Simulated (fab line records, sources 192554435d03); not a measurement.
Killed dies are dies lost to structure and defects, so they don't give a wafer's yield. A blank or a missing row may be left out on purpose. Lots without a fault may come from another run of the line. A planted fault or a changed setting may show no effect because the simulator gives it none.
fab line records | flow n5_finfet | part 2 of 2: steps 31 to 31 of 31
record lots=6 wafers=17 last_day=17
route steps=1938 shown PASSIVATION@1904
lots that met no fault: from a run of the same line without faults
start_h: hours from the record's first day to the start of the lot's first wafer shown | wait_h: hours since the lot's step before | " the same as in the row above | L1.1+2: a row that stands for several wafers | - no value, or no start given | * or withheld: withheld | < > ~ a bound
route shown NAME@n: a module of which the file shows steps, and the number in the route of the first | usual: mean/standard deviation of fault-free wafers | same: alike in all rows | chamber/n: place in a boat | sites: the reading at each site | _std_site: their standard deviation | _edge_site: outer sites' mean less inner sites' | radius_mm: how far each site lies from the wafer's centre | mask NAME#n: copy n | behind: the tool/chamber that last shaped the wafer | hold: why the lot was held/for how many hours/how that ended | device: the transistor (n, p or np) that didn't switch | end of line: the same wafers' tests at the end of the route | a step without rows: its recipe alone | killed: dies lost to structure and defects at the first sort, not the wafer's yield | map: a wafer's dies, x killed, . not, _ none there
set.NAME: the setting as run; set.NAME@STEP: as run at that earlier step | model.NAME: the simulator's own value behind a step, which no gauge read
lots at some steps of the route; a table a step, a row a wafer
services: from which hour (start_h, from the record's first day; less than 0 if before it) a tool's chamber was out of use, for how many hours, and why
## steps
# step N5_PASSIVATION_PROBE_49
# usual defect_limited_yield=91.3/1.3 killed_at_M0_to_M3=34/9.1 killed_at_M4_up=14/5.6 killed_at_contacts=13/5.9 killed_at_front_end=39/11 killed_at_other=3.6/3 killed_dies=102/16 killed_on_rim=13/4 killed_open=68/12 killed_short=33/7.3 sort_bin_5_function=5.2/0.89 sort_bin_6_memory=3.2/0.68 sort_n_pass=1078/16 sort_yield_pct=91.3/1.3
# same gross_dies=1180 killed_at_back_side=0 sort_bin_4_leakage[%]=0 sort_bin_8_speed[%]=0
# columns lot.wafer tool chamber start_h wait_h defect_limited_yield[%] killed_at_M0_to_M3 killed_at_M4_up killed_at_contacts killed_at_front_end killed_at_other killed_dies killed_on_rim killed_open killed_short sort_bin_5_function[%] sort_bin_6_memory[%] sort_n_pass sort_yield_pct[%]
L133.2 prober-02 - 309.29 0.1 92.3 30 11 16 28 6 91 14 54 36 4.3 3.2 1089 92.3
L133.3 prober-02 - 309.34 0.1 92.8 29 11 6 33 6 85 10 46 34 3.7 2.9 1095 92.8
L133.5 prober-02 - 309.44 0.2 90.8 44 10 21 22 12 109 9 71 38 5.3 3.7 1071 90.8
L135.1 prober-02 - 313.42 0.0 90.8 51 11 9 31 6 108 13 66 40 5.4 3.6 1072 90.8
L135.2 prober-02 - 313.47 0.1 91.4 33 7 10 48 4 102 12 66 36 5.1 3.2 1078 91.4
L135.5 prober-02 - 313.62 0.2 93.1 32 8 10 29 2 81 8 52 28 4.1 2.5 1099 93.1
L139.3 prober-01 - 341.84 0.1 89.5 36 17 15 50 6 124 19 87 36 6.7 3.2 1056 89.5
L139.6 prober-01 - 341.99 0.3 91.2 27 21 15 40 1 104 18 71 30 5.3 3.1 1076 91.2
L144.1 prober-01 - 368.32 0.0 89.7 42 13 13 46 8 122 19 72 42 5.9 3.6 1058 89.7
L144.3 prober-01 - 368.42 0.1 89.8 29 21 7 62 1 120 13 82 36 6.1 4.0 1060 89.8
L144.6 prober-01 - 368.57 0.3 90.5 26 32 6 41 7 112 15 71 40 4.8 4.0 1068 90.5
L146.1 prober-02 - 399.13 0.0 93.5 35 11 14 16 1 77 12 53 24 3.5 2.8 1103 93.5
L146.3 prober-02 - 399.23 0.1 93.0 32 11 10 23 7 83 12 58 24 4.5 2.4 1097 93.0
L146.5 prober-02 - 399.33 0.2 92.3 24 10 22 29 6 91 17 57 32 4.0 3.7 1089 92.3
L150.2 prober-01 - 399.97 0.1 91.0 40 11 16 34 5 106 14 77 29 5.8 2.9 1074 91.0
L150.5 prober-01 - 400.12 0.2 92.0 25 15 9 43 2 94 14 66 28 4.4 3.4 1086 92.0
L150.6 prober-01 - 400.17 0.3 91.0 40 21 7 31 7 106 10 74 32 4.4 4.3 1074 91.0
# killed by level:class
L133.2 MOL_CONTACT_COAG:geometric_particle:open=9 FIN_SAQP:geometric_particle:open=8 BEOL_M2:geometric_particle:open=8 FIN_SAQP:geometric_particle:short=7 MOL_CONTACT_COAG:geometric_particle:short=7 GATE_CUT:geometric_particle:short=5 BEOL_M3:geometric_particle:open=5 BEOL_M0_SAQP:geometric_particle:short=4
L133.3 BEOL_M0_SAQP:geometric_particle:short=10 STARTING-WAFER:geometric_particle:open=8 FIN_SAQP:geometric_particle:short=7 BEOL_M0_SAQP:geometric_particle:open=7 BEOL_M2:geometric_particle:open=6 MOL_CONTACT_COAG:geometric_particle:open=4 BEOL_M4:geometric_particle:open=4 FIN_SAQP:geometric_particle:open=3
L133.5 MOL_CONTACT_COAG:geometric_particle:open=15 BEOL_M0_SAQP:geometric_particle:open=12 BEOL_M0_SAQP:geometric_particle:short=9 BEOL_M1:geometric_particle:open=8 GATE_CUT:geometric_particle:short=6 MOL_CONTACT_COAG:geometric_particle:short=6 BEOL_M2:geometric_particle:open=6 FIN_SAQP:geometric_particle:open=5
L135.1 BEOL_M2:geometric_particle:open=14 BEOL_M3:geometric_particle:open=10 MOL_CONTACT_COAG:geometric_particle:open=6 GATE_CUT:geometric_particle:short=6 BEOL_M1:geometric_particle:open=6 BEOL_M4:geometric_particle:open=6 BEOL_M2:geometric_particle:short=5 FIN_SAQP:geometric_particle:open=4
L135.2 STI_FIN_REVEAL:geometric_particle:open=20 GATE_CUT:geometric_particle:short=8 BEOL_M3:geometric_particle:open=8 MOL_CONTACT_COAG:geometric_particle:open=7 BEOL_M2:geometric_particle:open=7 FIN_SAQP:geometric_particle:open=6 FIN_SAQP:geometric_particle:short=5 BEOL_M0_SAQP:geometric_particle:short=5
L135.5 MOL_CONTACT_COAG:geometric_particle:open=8 STI_FIN_REVEAL:geometric_particle:open=7 BEOL_M2:geometric_particle:open=7 BEOL_M0_SAQP:geometric_particle:open=6 GATE_CUT:geometric_particle:short=5 BEOL_M1:geometric_particle:short=5 BEOL_M3:geometric_particle:open=5 FIN_SAQP:geometric_particle:short=3
L139.3 FIN_SAQP:geometric_particle:open=17 MOL_CONTACT_COAG:geometric_particle:open=14 BEOL_M2:geometric_particle:open=13 FIN_SAQP:geometric_particle:short=10 STI_FIN_REVEAL:geometric_particle:open=9 BEOL_M4:geometric_particle:open=8 STARTING-WAFER:geometric_particle:short=5 BEOL_M0_SAQP:geometric_particle:short=5
L139.6 FIN_SAQP:geometric_particle:open=14 MOL_CONTACT_COAG:geometric_particle:open=10 BEOL_M2:geometric_particle:open=10 BEOL_M4:geometric_particle:open=8 FIN_SAQP:geometric_particle:short=7 GATE_CUT:geometric_particle:open=5 MOL_CONTACT_COAG:geometric_particle:short=5 BEOL_M0_SAQP:geometric_particle:open=4
L144.1 FIN_SAQP:geometric_particle:short=17 BEOL_M2:geometric_particle:open=14 FIN_SAQP:geometric_particle:open=12 MOL_CONTACT_COAG:geometric_particle:open=9 BEOL_M0_SAQP:geometric_particle:open=9 BEOL_M0_SAQP:geometric_particle:short=8 BEOL_M4:geometric_particle:open=6 STI_FIN_REVEAL:geometric_particle:open=5
L144.3 FIN_SAQP:geometric_particle:open=27 FIN_SAQP:geometric_particle:short=16 BEOL_M4:geometric_particle:open=15 BEOL_M2:geometric_particle:open=8 DUMMY_GATE:geometric_particle:open=6 MOL_CONTACT_COAG:geometric_particle:open=5 BEOL_M0_SAQP:geometric_particle:short=5 BEOL_M0_SAQP:geometric_particle:open=4
L144.6 BEOL_M4:geometric_particle:open=19 FIN_SAQP:geometric_particle:short=15 FIN_SAQP:geometric_particle:open=12 BEOL_M0_SAQP:geometric_particle:open=8 BEOL_M0_SAQP:geometric_particle:short=8 BEOL_M5:geometric_particle:open=5 MOL_CONTACT_COAG:geometric_particle:open=5 STARTING-WAFER:geometric_particle:open=5
L146.1 MOL_CONTACT_COAG:geometric_particle:open=9 BEOL_M0_SAQP:geometric_particle:short=8 BEOL_M1:geometric_particle:open=8 BEOL_M0_SAQP:geometric_particle:open=7 BEOL_M3:geometric_particle:open=6 DUMMY_GATE:geometric_particle:open=5 MOL_CONTACT_COAG:geometric_particle:short=5 BEOL_M2:geometric_particle:open=4
L146.3 BEOL_M0_SAQP:geometric_particle:short=11 FIN_SAQP:geometric_particle:open=8 MOL_CONTACT_COAG:geometric_particle:open=8 BEOL_M2:geometric_particle:open=6 BEOL_M0_SAQP:geometric_particle:open=6 BEOL_M3:geometric_particle:open=5 STI_FIN_REVEAL:geometric_particle:open=4 BEOL_M1:geometric_particle:open=4
L146.5 MOL_CONTACT_COAG:geometric_particle:open=15 FIN_SAQP:geometric_particle:open=9 FIN_SAQP:geometric_particle:short=8 MOL_CONTACT_COAG:geometric_particle:short=7 BEOL_M0_SAQP:geometric_particle:short=6 BEOL_M2:geometric_particle:open=6 BEOL_M0_SAQP:geometric_particle:open=5 BEOL_M1:geometric_particle:open=5
L150.2 MOL_CONTACT_COAG:geometric_particle:open=15 BEOL_M0_SAQP:geometric_particle:short=11 BEOL_M0_SAQP:geometric_particle:open=11 STI_FIN_REVEAL:geometric_particle:open=9 BEOL_M1:geometric_particle:open=7 GATE_CUT:geometric_particle:open=7 FIN_SAQP:geometric_particle:open=4 DUMMY_GATE:geometric_particle:open=4
L150.5 STI_FIN_REVEAL:geometric_particle:open=11 MOL_CONTACT_COAG:geometric_particle:open=9 BEOL_M4:geometric_particle:open=9 BEOL_M0_SAQP:geometric_particle:open=8 GATE_CUT:geometric_particle:short=6 BEOL_M2:geometric_particle:open=6 FIN_SAQP:geometric_particle:short=4 DUMMY_GATE:geometric_particle:open=4
L150.6 BEOL_M1:geometric_particle:open=14 BEOL_M4:geometric_particle:open=13 BEOL_M0_SAQP:geometric_particle:open=8 FIN_SAQP:geometric_particle:short=7 DUMMY_GATE:geometric_particle:open=5 BEOL_M2:geometric_particle:open=5 GATE_CUT:geometric_particle:open=4 MOL_CONTACT_COAG:geometric_particle:open=4
## services
# columns tool chamber start_h hours kind
pecvd-01 - 283.93 1.5 repair
rie_metal-02 - 284.96 0.4 repair
pecvd-03 - 304.54 5.5 pm
rie_metal-03 - 307.27 2.8 pm
rie_diel-03 - 317.11 0.4 repair
pecvd-03 - 332.36 0.8 pm
pecvd-03 2 337.88 15.0 repair
rie_diel-03 - 340.17 4.3 pm
rie_diel-04 0 355.39 - clean
rie_diel-04 0 355.39 - consumable_replace:focus_ring
rie_diel-04 0 355.39 16.3 scheduled_down
rie_diel-04 0 355.39 16.3 vent_cycle
pecvd-04 0 360.53 5.8 repair
rie_diel-05 1 364.60 - clean
rie_diel-05 1 364.60 - consumable_replace:focus_ring
rie_diel-05 1 364.60 27.4 scheduled_down
rie_diel-05 1 364.60 27.4 vent_cycle
rie_metal-01 - 368.34 4.3 pm
pecvd-01 2 381.79 3.1 repair
rie_metal-03 0 384.87 8.1 repair
rie_diel-04 3 385.64 - clean
rie_diel-04 3 385.64 - consumable_replace:focus_ring
rie_diel-04 3 385.64 13.7 scheduled_down
rie_diel-04 - 386.34 1.0 repair
